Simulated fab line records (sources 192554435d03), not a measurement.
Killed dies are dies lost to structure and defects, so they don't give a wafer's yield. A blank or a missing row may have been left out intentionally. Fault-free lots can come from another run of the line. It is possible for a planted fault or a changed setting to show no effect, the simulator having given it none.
Split-lot experiment / flow n5 finfet / route with 1938 steps; 7 lots, 21 wafers read

THE SPLIT ITSELF
At N5_BEOL_M6_ETCH_66 (etches SOC in N2/H2, target depth 80 nm, overetch 16 nm, time 120 s), the setting bias w was moved away from the recipe's 150 W on 7 of the 21 wafers read, by -16.9% to +8.5%. All remaining wafers had this setting at the recipe value.

The reading comes from the split's own step.

THE READING
rf vpp V, in V, at N5_BEOL_M6_ETCH_66 (etches SOC in N2/H2, target depth 80 nm, overetch 16 nm, time 120 s). Typical for fault-free wafers on this fab line: 523.6 V, with standard deviation 2.4 V.

wafer=L074.1; tool, chamber at the split=rie diel-02, 3; bias w as run, W=162.8; against the recipe=+8.5%; rf vpp V, V=551.5; against lot-mates on the recipe=+25.9
wafer=L074.3; tool, chamber at the split=rie diel-02, 2; bias w as run, W=150; against the recipe=recipe; rf vpp V, V=525.6; against lot-mates on the recipe=-
wafer=L074.4; tool, chamber at the split=rie diel-02, 0; bias w as run, W=162.8; against the recipe=+8.5%; rf vpp V, V=551.1; against lot-mates on the recipe=+25.5
wafer=L077.1; tool, chamber at the split=rie diel-03, 2; bias w as run, W=137.4; against the recipe=-8.4%; rf vpp V, V=492.3; against lot-mates on the recipe=-29.7
wafer=L077.4; tool, chamber at the split=rie diel-03, 2; bias w as run, W=150; against the recipe=recipe; rf vpp V, V=520.5; against lot-mates on the recipe=-
wafer=L077.5; tool, chamber at the split=rie diel-03, 3; bias w as run, W=150; against the recipe=recipe; rf vpp V, V=523.4; against lot-mates on the recipe=-
wafer=L076.1; tool, chamber at the split=rie diel-01, 3; bias w as run, W=143.2; against the recipe=-4.5%; rf vpp V, V=513.7; against lot-mates on the recipe=-10.7
wafer=L076.3; tool, chamber at the split=rie diel-01, 2; bias w as run, W=150; against the recipe=recipe; rf vpp V, V=522.8; against lot-mates on the recipe=-
wafer=L076.6; tool, chamber at the split=rie diel-01, 0; bias w as run, W=150; against the recipe=recipe; rf vpp V, V=526.0; against lot-mates on the recipe=-
wafer=L086.1; tool, chamber at the split=rie diel-03, 0; bias w as run, W=150; against the recipe=recipe; rf vpp V, V=520.9; against lot-mates on the recipe=-
wafer=L086.5; tool, chamber at the split=rie diel-03, 3; bias w as run, W=150; against the recipe=recipe; rf vpp V, V=522.7; against lot-mates on the recipe=-
wafer=L086.6; tool, chamber at the split=rie diel-03, 2; bias w as run, W=150; against the recipe=recipe; rf vpp V, V=520.4; against lot-mates on the recipe=-
wafer=L088.1; tool, chamber at the split=rie diel-03, 0; bias w as run, W=150; against the recipe=recipe; rf vpp V, V=522.7; against lot-mates on the recipe=-
wafer=L088.3; tool, chamber at the split=rie diel-03, 2; bias w as run, W=124.6; against the recipe=-16.9%; rf vpp V, V=463.7; against lot-mates on the recipe=-59.0
wafer=L088.6; tool, chamber at the split=rie diel-03, 0; bias w as run, W=124.6; against the recipe=-16.9%; rf vpp V, V=464.9; against lot-mates on the recipe=-57.8
wafer=L094.1; tool, chamber at the split=rie diel-03, 2; bias w as run, W=150; against the recipe=recipe; rf vpp V, V=519.0; against lot-mates on the recipe=-
wafer=L094.4; tool, chamber at the split=rie diel-03, 3; bias w as run, W=150; against the recipe=recipe; rf vpp V, V=522.7; against lot-mates on the recipe=-
wafer=L094.5; tool, chamber at the split=rie diel-03, 2; bias w as run, W=150; against the recipe=recipe; rf vpp V, V=521.0; against lot-mates on the recipe=-
wafer=L096.1; tool, chamber at the split=rie diel-01, 2; bias w as run, W=150; against the recipe=recipe; rf vpp V, V=522.0; against lot-mates on the recipe=-
wafer=L096.3; tool, chamber at the split=rie diel-01, 1; bias w as run, W=150; against the recipe=recipe; rf vpp V, V=521.8; against lot-mates on the recipe=-
wafer=L096.6; tool, chamber at the split=rie diel-01, 0; bias w as run, W=161.3; against the recipe=+7.5%; rf vpp V, V=550.6; against lot-mates on the recipe=+28.7

THE FIT
A straight line over all 21 wafers: rf vpp V changes by +3.43 V for each +1% of bias w; r = +0.99; the points scatter about the line by 2.3 V.
The same after taking each lot's own level away (the mean of its wafers on the recipe; 21 wafers): +3.38 V for each +1%; r = +1.00; scatter 2 V.
According to that fit, moving bias w by its largest amount changes the reading by 57 V.
Measured against the standard deviation above, the lots' own levels, which go from 520.90 to 525.60 V, span 2.0 times it.
The two slopes agree, so the slope changes little with the lot-to-lot level.
Check: with one of the wafers moved furthest among these (-16.9%) left out of the fit, the line predicts -56.4 V for it against its lot-mates. It came out at -59 V against them.
Tool readings at the split's step, against how far the setting was moved: rf vpp V r = +0.99.

OTHER SPLITS APPLIED TO THESE WAFERS
These wafers also went through other splits before the reading. Each is held against what the fit with the lots' levels taken away leaves over:
other split on the same wafers=N5_BEOL_M6_ETCH_62 time s; wafers away from the commonest value=8; r with rf vpp V (lot level and that fit taken away)=-0.20
other split on the same wafers=N5_BEOL_M6_DESCUM_33 time s; wafers away from the commonest value=5; r with rf vpp V (lot level and that fit taken away)=-0.45

THE WHOLE CHAIN: every reading that the file lists as answering this split, in the file's order
step=N5_BEOL_M6_ETCH_66; what it does=etches SOC in N2/H2, target depth 80 nm, overetch 16 nm, time 120 s; reading=rf vpp V; change (the file's fit)=+3.39 V for each +1% of the setting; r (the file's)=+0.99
step=N5_BEOL_M6_ETCH_66; what it does=etches SOC in N2/H2, target depth 80 nm, overetch 16 nm, time 120 s; reading=SiARC_of_BEOL_M6_COAT_64.thk nm (the simulator's own value, which no gauge read); change (the file's fit)=-0.0715 nm for each +1% of the setting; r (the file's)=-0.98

FILE'S OWN FIT
rf vpp V changes by +3.39 V for each +1% of bias w, r = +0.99.
